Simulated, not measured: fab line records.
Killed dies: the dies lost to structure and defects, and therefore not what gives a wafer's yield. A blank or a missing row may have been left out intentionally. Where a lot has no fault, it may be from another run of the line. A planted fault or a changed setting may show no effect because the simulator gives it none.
Matching of chambers -- flow nand_harc -- NHARC_THIN_TSV_DEP_47 on pecvd-02 has 3 sister chambers
The step deposits SiO2, target thk 200 nm. 3 wafers are shown with their chamber, then 8 later ones without.

WAFERS WITH THEIR CHAMBER
wafer,chamber,throttle_valve_pct (%)
L105.4,0,15.3
L105.5,2,16.3
L106.1,1,16.4

WAFERS WITH NO CHAMBER GIVEN
wafer,throttle_valve_pct (%)
L106.3,15.4
L106.4,16.3
L112.4,16.1
L112.5,15.4
L112.6,16.8
L119.2,15.5
L119.3,16.8
L119.4,16.4

WHICH CHAMBER EACH ONE RAN IN
wafer,from the rows above,in truth
L106.3,0,0
L106.4,can't be placed: 2 or 1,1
L112.4,can't be placed: 2 or 1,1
L112.5,0,0
L112.6,can't be placed: 1 or 2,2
L119.2,0,0
L119.3,can't be placed: 1 or 2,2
L119.4,can't be placed: 1 or 2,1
3 of 8 placed correctly. Cannot be placed on the basis of these rows: 5; the candidates contain the true chamber in 5. 0 placed wrongly.
How it was worked out, from the rows above alone: a wafer's distance from a chamber is the root of the sum, over the readings, of the square of ((its reading less the chamber's mean) divided by the reading's scatter). If the next closest chamber is less than 2 further off than the closest, the wafer can't be placed; otherwise it belongs to the closest. Each chamber's mean is taken over the wafers shown for it. The scatter (one wafer shown for each chamber): square how far every hidden wafer sits from the nearest shown wafer, average those squares and take the square root.
